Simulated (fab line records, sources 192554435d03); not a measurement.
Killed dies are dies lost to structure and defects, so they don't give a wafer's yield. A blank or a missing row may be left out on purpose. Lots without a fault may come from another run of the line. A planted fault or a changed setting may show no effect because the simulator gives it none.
A struck lot beside a sound one | flow n5_finfet | 34 steps out of a route of 1938
Sound: wafers L326.3, L326.5, L326.6. Struck: wafers L314.1, L314.4, L314.5. The cause comes at the end.
At each step with rows: each side's tool, then ch and its chambers, then its first start. Under that, the readings that differ: sound wafers | struck wafers | difference of the means | sigmas: that difference in standard deviations of wafers without a fault.
alike: readings whose means differ by less than 2 such deviations, and words and numbers that are the same on both sides. not compared: withheld readings, readings that some wafer has no value for, bounds like >300 that may hide the same value, and numbers for which the record gives no deviation and whose values overlap.
The two part at a step that has a row with sigmas, a row that says differs or no value, or rows on one side only. Numbers that don't overlap but have no deviation are shown without sigmas and don't part them. A reading that every wafer of one side lacks parts them only if that side has two wafers or more.

first, 9 steps without rows for these wafers: N5_SD_EPI_P_DEVELOP_08 (develop time 30 s); N5_SD_EPI_P_DESCUM_14 (chemistry O2, time 7.9 s); N5_SD_EPI_P_ETCH_36 (etches SiARC in CF4, target depth 45.5 nm, time 75.8 s); N5_SD_EPI_P_ETCH_37 (etches SOC in N2/H2, overetch 108 nm, time 486 s); N5_SD_EPI_P_STRIP_38 (strips in N2/H2); N5_SD_EPI_P_ETCHBACK_46 (etches SiNx in CH3F/O2, stops on SiO2, target depth 17.5 nm); N5_SD_EPI_P_ETCH_47 (etches SiOCN in CH3F/O2, target depth 25 nm); N5_SD_EPI_P_ETCH_16 (etches SiO2 in CHF3/O2, target depth 5 nm); N5_SD_EPI_P_STRIP_50 (strips in CHF3/O2).
N5_SD_EPI_P_SD_RECESS_17: chemistry HBr/Cl2/O2, target depth 39.1 nm, bt time 3 s.
  sound on rie_si-01 ch 2,3, day 8 13:20; struck on rie_si-06 ch 0,1,3, day 5 15:09
  no value came back on the struck wafers for any of 6 readings (HBr_flow_sccm (sccm), O2_flow_sccm (sccm) and others); on the sound wafers HBr_flow_sccm (sccm) reads 149.8 150.4 149.6
  not compared: rf_hours_counter_h
then, 22 steps without rows for these wafers: N5_SD_EPI_P_WET_ETCH_45 (etches SiO2 in dHF, time 10.7 s, target depth 2 nm, rinse time 30 s); N5_SD_EPI_P_STRIP_40 (strips in N2/H2); N5_SD_EPI_P_PRECLEAN_52 (cleans in O3/DIW, time 60 s); N5_SD_EPI_P_SRD_20 (time 30 s); N5_SD_EPI_P_PRECLEAN_51 (cleans in NF3:NH3, afs cycles 1, time 20 s, sublimation time 60 s); N5_SD_EPI_P_VAPOR_ETCH_44 (etches SiGe30 in NF3/Ar, time 3.3 s); N5_SD_EPI_P_EPI_21 (deposits SiGe:B, time 355 s); N5_SD_EPI_P_HM_STRIP_48 (strips SiNx in H3PO4, material SiNx, target depth 3 nm); N5_SD_EPI_P_SRD_49 (time 30 s); N5_SD_EPI_P_PRECLEAN_24 (cleans in O3/DIW, time 45 s); N5_SD_EPI_P_PRECLEAN_32 (cleans in dHF, time 10 s); N5_SD_EPI_P_PRECLEAN_33 (cleans in SC2, time 45 s); N5_SD_EPI_P_SRD_25 (time 30 s); N5_SD_ACTIVATION_RTA_00 (time 0 s); N5_SD_ACTIVATION_LSA_01 (time 0.0008 s); N5_ILD0_LINER_00 (material SiNx, target thk 4 nm, pulse time 1 s, purge time 2 s); N5_ILD0_FCVD_FILL_01 (material SiO2 flowable, target thk 200 nm, time 328.3 s); N5_ILD0_CURE_02 (time 1800 s); N5_ILD0_CMP_03 (polishes, stops on SiNx, t overpolish 1.9 s, target thk 197.38 nm); N5_ILD0_CMP_07 (polishes SiO2 flowable, stops on poly-Si, t overpolish 1.18 s, target thk 138.88 nm); N5_ILD0_PRECLEAN_10 (cleans in NF3:NH3, afs cycles 5, time 20 s, sublimation time 60 s); N5_ILD0_ALD_15 (deposits SiNx, target thk 24 nm, pulse time 1 s, ald cycles 480).
-- the record jumps here: 5 days lie between the struck wafers' starts before and after (it left off in module ILD0 and takes up again in module BEOL_M4, whose first step shown is number 1111 of the route) --
N5_BEOL_M4_RC_MEAS_101:
  sound on prober-02 ch 0, day 13 14:43; struck on prober-01 ch 0, day 10 08:47
  reading            | sound             | struck            | difference | sigmas
  CJ_P               | 5.91 5.91 5.91    | 2.07 2.08 2.07    | -3.84      | -21
  DIBL_P (mV/V)      | 39.4 40.7 38.1    | 31.3 31.6 28.7    | -8.9       | -4
  IOFF_P (nA/um)     | 0.24 0.26 0.22    | 0.03 0.03 0.03    | -0.21      | -6
  IOFF_P_85C (nA/um) | 4.2 4.3 3.8       | 0.8 0.8 0.6       | -3.4       | -6
  IOFF_P_LIN (nA/um) | 0.109 0.112 0.100 | 0.019 0.019 0.017 | -0.089     | -6
  ION_P (uA/um)      | 463 462 465       | 187 186 185       | -277       | -36
  REXT_P (ohm.um)    | 100.9 102.2 101.4 | 152.4 152.2 151.7 | +50.6      | +19
  SS_P (mV/dec)      | 73.6 74.8 73.8    | 72.8 72.3 71.4    | -1.9       | -3
  VT_P (mV)          | -246 -247 -250    | -300 -301 -303    | -54        | -15
  VT_P_LVT (mV)      | -98 -97 -99       | -144 -145 -147    | -47        | -15
  alike: DIBL_N, IOFF_N, ION_N, SS_N, VT_N
-- the record jumps here: 4 days lie between the struck wafers' starts before and after (it left off in module BEOL_M4 and takes up again in module PASSIVATION, whose first step shown is number 1936 of the route) --
N5_PASSIVATION_PROBE_49:
  sound on prober-02, day 17 12:32; struck on prober-01, day 14 13:29
  reading              | sound          | struck            | difference | sigmas
  sort_bin_8_speed (%) | 0 0 0          | 90.59 94.24 91.53 | +92.12     | +99 or more
  sort_n_pass          | 1075 1083 1083 | 0 0 0             | -1080      | -64
  sort_yield_pct (%)   | 91.1 91.8 91.8 | 0 0 0             | -92        | -61
  alike: defect_limited_yield, killed_at_M0_to_M3, killed_at_M4_up, killed_at_contacts, killed_at_front_end, killed_at_other, killed_dies, killed_open, killed_short, sort_bin_5_function, sort_bin_6_memory

WHERE THEY PART
First at N5_SD_EPI_P_SD_RECESS_17; last, within this record, at N5_PASSIVATION_PROBE_49.

WHY: what the simulator had put in
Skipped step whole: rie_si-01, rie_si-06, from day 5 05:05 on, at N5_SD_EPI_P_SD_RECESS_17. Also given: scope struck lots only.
